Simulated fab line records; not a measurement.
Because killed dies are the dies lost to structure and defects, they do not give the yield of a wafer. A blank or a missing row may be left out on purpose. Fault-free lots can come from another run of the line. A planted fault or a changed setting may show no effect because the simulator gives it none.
Chamber matching / flow n5-finfet / N5_BEOL_M5_CMP_52 on cmp-03: 4 sister chambers
The step polishes, stops on SiCOH lowk, t overpolish 6.9 s, target thk 62 nm. 20 wafers are shown with their chamber, then 10 later ones without.

WAFERS, EACH WITH ITS CHAMBER
wafer=L075.1; chamber=1; motor-current-A (A)=6.5; time-to-endpoint-s (s)=66; barrier-field-endpoint-s (s)=25.2
wafer=L075.3; chamber=0; motor-current-A (A)=7.5; time-to-endpoint-s (s)=62; barrier-field-endpoint-s (s)=24.6
wafer=L075.6; chamber=1; motor-current-A (A)=6.3; time-to-endpoint-s (s)=64; barrier-field-endpoint-s (s)=24.6
wafer=L077.1; chamber=0; motor-current-A (A)=7.9; time-to-endpoint-s (s)=63; barrier-field-endpoint-s (s)=24.9
wafer=L077.2; chamber=1; motor-current-A (A)=6.4; time-to-endpoint-s (s)=67; barrier-field-endpoint-s (s)=24.6
wafer=L077.6; chamber=2; motor-current-A (A)=7.3; time-to-endpoint-s (s)=68; barrier-field-endpoint-s (s)=25.4
wafer=L078.3; chamber=1; motor-current-A (A)=6.6; time-to-endpoint-s (s)=66; barrier-field-endpoint-s (s)=25.0
wafer=L078.4; chamber=3; motor-current-A (A)=7.2; time-to-endpoint-s (s)=63; barrier-field-endpoint-s (s)=25.2
wafer=L078.5; chamber=3; motor-current-A (A)=6.8; time-to-endpoint-s (s)=64; barrier-field-endpoint-s (s)=25.3
wafer=L080.2; chamber=2; motor-current-A (A)=7.1; time-to-endpoint-s (s)=67; barrier-field-endpoint-s (s)=24.3
wafer=L080.3; chamber=3; motor-current-A (A)=7.2; time-to-endpoint-s (s)=65; barrier-field-endpoint-s (s)=24.8
wafer=L080.5; chamber=2; motor-current-A (A)=7.2; time-to-endpoint-s (s)=67; barrier-field-endpoint-s (s)=26.0
wafer=L084.1; chamber=1; motor-current-A (A)=6.3; time-to-endpoint-s (s)=70; barrier-field-endpoint-s (s)=25.2
wafer=L084.3; chamber=2; motor-current-A (A)=6.6; time-to-endpoint-s (s)=67; barrier-field-endpoint-s (s)=24.4
wafer=L084.6; chamber=0; motor-current-A (A)=7.7; time-to-endpoint-s (s)=62; barrier-field-endpoint-s (s)=24.2
wafer=L086.3; chamber=2; motor-current-A (A)=7.2; time-to-endpoint-s (s)=70; barrier-field-endpoint-s (s)=25.8
wafer=L086.5; chamber=0; motor-current-A (A)=7.4; time-to-endpoint-s (s)=66; barrier-field-endpoint-s (s)=24.6
wafer=L086.6; chamber=1; motor-current-A (A)=6.4; time-to-endpoint-s (s)=68; barrier-field-endpoint-s (s)=26.3
wafer=L087.1; chamber=2; motor-current-A (A)=7.3; time-to-endpoint-s (s)=69; barrier-field-endpoint-s (s)=25.4
wafer=L087.3; chamber=1; motor-current-A (A)=6.4; time-to-endpoint-s (s)=69; barrier-field-endpoint-s (s)=25.1

SIGNATURES (means of the wafers above)
reading=motor-current-A; chamber 0=7.625; chamber 1=6.414; chamber 2=7.117; chamber 3=7.067; scatter within a chamber=0.205
reading=time-to-endpoint-s; chamber 0=63.25; chamber 1=67.14; chamber 2=68.00; chamber 3=64.00; scatter within a chamber=1.69
reading=barrier-field-endpoint-s; chamber 0=24.575; chamber 1=25.143; chamber 2=25.217; chamber 3=25.100; scatter within a chamber=0.552
Rule: for each reading, subtract the chamber's mean from the wafer's reading, divide by that reading's scatter and square the result; add these up over the readings and take the root, which gives the wafer's distance from the chamber. If the next closest chamber is less than 2 further off than the closest, the wafer can't be placed; otherwise it belongs to the closest. The scatter: take each reading less its chamber's mean, square it, sum over the shown wafers, divide by the number of wafers less the number of chambers, and take the root.

WAFERS WITHOUT THEIR CHAMBER
wafer=L087.5; motor-current-A (A)=7.9; time-to-endpoint-s (s)=63; barrier-field-endpoint-s (s)=24.9
wafer=L097.2; motor-current-A (A)=6.2; time-to-endpoint-s (s)=64; barrier-field-endpoint-s (s)=24.5
wafer=L097.3; motor-current-A (A)=7.4; time-to-endpoint-s (s)=60; barrier-field-endpoint-s (s)=23.8
wafer=L097.5; motor-current-A (A)=7.2; time-to-endpoint-s (s)=64; barrier-field-endpoint-s (s)=25.0
wafer=L094.1; motor-current-A (A)=7.6; time-to-endpoint-s (s)=62; barrier-field-endpoint-s (s)=23.9
wafer=L094.2; motor-current-A (A)=6.4; time-to-endpoint-s (s)=66; barrier-field-endpoint-s (s)=24.4
wafer=L094.4; motor-current-A (A)=7.4; time-to-endpoint-s (s)=61; barrier-field-endpoint-s (s)=24.0
wafer=L095.2; motor-current-A (A)=7.9; time-to-endpoint-s (s)=64; barrier-field-endpoint-s (s)=24.8
wafer=L095.3; motor-current-A (A)=7.2; time-to-endpoint-s (s)=65; barrier-field-endpoint-s (s)=24.4
wafer=L095.6; motor-current-A (A)=7.1; time-to-endpoint-s (s)=68; barrier-field-endpoint-s (s)=25.6

CHAMBER TAKEN BY EACH
wafer=L087.5; from the rows above=0; in truth=0
wafer=L097.2; from the rows above=can't be placed: 1 or 3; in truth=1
wafer=L097.3; from the rows above=can't be placed: 0 or 3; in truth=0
wafer=L097.5; from the rows above=can't be placed: 3 or 0 or 2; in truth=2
wafer=L094.1; from the rows above=0; in truth=0
wafer=L094.2; from the rows above=1; in truth=1
wafer=L094.4; from the rows above=can't be placed: 0 or 3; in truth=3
wafer=L095.2; from the rows above=0; in truth=0
wafer=L095.3; from the rows above=can't be placed: 3 or 0 or 2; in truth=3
wafer=L095.6; from the rows above=can't be placed: 2 or 3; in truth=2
4 of 10 placed correctly. From these rows, 6 cannot be placed; in 6 the true chamber is one of the candidates. Number placed wrongly: 0.
